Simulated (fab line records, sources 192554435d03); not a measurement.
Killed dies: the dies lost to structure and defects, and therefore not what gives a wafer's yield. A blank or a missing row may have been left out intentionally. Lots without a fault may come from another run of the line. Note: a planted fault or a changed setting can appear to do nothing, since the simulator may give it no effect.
A lot that was struck, set against a sound lot | flow n5_finfet | 18 out of 1938 route steps
Sound: wafers L982.3, L982.5, L982.6. Struck: wafer L984.4. (L984.3 of the same lot was not struck and is left out.) The cause comes at the end.
Order at every step that has rows: each side's tool, ch and its chambers, its first start. Under that, the readings that differ: sound wafers | struck wafers | difference of the means | sigmas: that difference in standard deviations of wafers without a fault.
alike: readings whose means differ by less than 2 such deviations, and words and numbers that are the same on both sides. not compared: withheld readings, readings that some wafer has no value for, bounds like >300 that may hide the same value, and numbers for which the record gives no deviation and whose values overlap.
Wherever a step has rows on one side only, a row that says differs or no value, or a row with sigmas, the two part there. When numbers do not overlap yet have no deviation, they are printed without sigmas and do not part them. Lack of a reading on every wafer of one side parts them only where that side has two or more wafers.

N5_BEOL_M14_ETCH_68: etches SOC in N2/H2, time 450 s.
  sound on rie_diel-04 ch 0,1, day 12 14:05; struck on rie_diel-01 ch 3, day 12 19:14
  alike: drypump_motor_current_A, oes_product_au, rf_vpp_V, showerhead_plenum_p_Torr, throttle_valve_pct
  not compared: rf_hours_counter_h
then, 1 step without rows for these wafers: N5_BEOL_M14_STRIP_69 (strips in N2/H2).
N5_BEOL_M14_TRENCH_ETCH_34: etches SiO2 in C4F8/O2/Ar, target depth 556.65 nm, time 126.9 s.
  sound on rie_diel-04 ch 0,1, day 12 14:22; struck on rie_diel-01 ch 3, day 12 19:30
  reading      | sound          | struck | difference | sigmas
  rf_vpp_V (V) | 2145 2224 2146 | 2351   | +179       | +4
  alike: drypump_motor_current_A, oes_product_au, showerhead_plenum_p_Torr, throttle_valve_pct
  not compared: rf_hours_counter_h
then, 1 step without rows for these wafers: N5_BEOL_M14_STRIP_70 (strips in C4F8/O2/Ar).
N5_BEOL_M14_OCD_MEAS_35:
  sound: ocd-01 at day 12 14:31; struck: ocd-02 at day 12 19:40
  alike: trench_depth_nm
then, 4 steps without rows for these wafers: N5_BEOL_M14_STRIP_37 (strips in O2); N5_BEOL_M14_ETCH_38 (etches SiCN in CF4/N2, target depth 106.5 nm, time 120.6 s); N5_BEOL_M14_PRECLEAN_39 (cleans in residue remover, time 60 s); N5_BEOL_M14_SRD_40 (time 30 s, dry time 30 s).
N5_BEOL_M14_DEGAS_41: time 60 s.
  sound: pvd_sputter-02 at day 12 16:02; struck: pvd_sputter-02 at day 12 20:56
  alike: heater_power_w
N5_BEOL_M14_PRE_CLEAN_42: time 30 s.
  sound: pvd_sputter-02 at day 12 16:05; struck: pvd_sputter-02 at day 12 20:59
  alike: heater_power_w
then, 1 step without rows for these wafers: N5_BEOL_M14_SPUTTER_43 (material TaN, target thk 15 nm, time 24.19 s).
N5_BEOL_M14_SPUTTER_44: material Ta, target thk 15 nm, time 24.19 s.
  sound: pvd_sputter-02 at day 12 16:12; struck: pvd_sputter-02 at day 12 21:06
  reading                                     | sound        | struck | difference | sigmas
  model.Ta_of_BEOL_M14_SPUTTER_44.thk_nm (nm) | 15.2 15.4 15 | 8      | -7         |
  alike: bias_v, throttle_valve_pct
N5_BEOL_M14_SPUTTER_45: material Cu, target thk 100 nm, time 16.67 s.
  sound: pvd_sputter-02 at day 12 16:17; struck: pvd_sputter-02 at day 12 21:11
  reading                    | sound          | struck | difference | sigmas
  chuck_gas_flow_sccm (sccm) | 1.28 1.31 1.33 | 1.16   | -0.15      | -3
  alike: bias_v, throttle_valve_pct
then, 2 steps without rows for these wafers: N5_BEOL_M14_ECD_47 (material Cu, target thk 1248 nm); N5_BEOL_M14_ANNEAL_48 (time 90 s).
N5_BEOL_M14_CMP_49: polishes, stops on SiO2, t overpolish 5.2 s, target thk 560 nm.
  sound on cmp-03 ch 0,1,3, day 12 17:37; struck on cmp-01 ch 2, day 12 21:50
  reading                      | sound             | struck | difference | sigmas
  barrier_field_endpoint_s (s) | 10.93 11.88 10.74 | 8.80   | -2.38      | -8
  alike: motor_current_A
N5_PASSIVATION_PROBE_49:
  record: rows for the struck wafers here (prober-01, day 13 19:50), none for the sound ones

## WHERE THEY PART
First at N5_BEOL_M14_TRENCH_ETCH_34; last, within this record, at N5_PASSIVATION_PROBE_49.

WHY: what the simulator had put in
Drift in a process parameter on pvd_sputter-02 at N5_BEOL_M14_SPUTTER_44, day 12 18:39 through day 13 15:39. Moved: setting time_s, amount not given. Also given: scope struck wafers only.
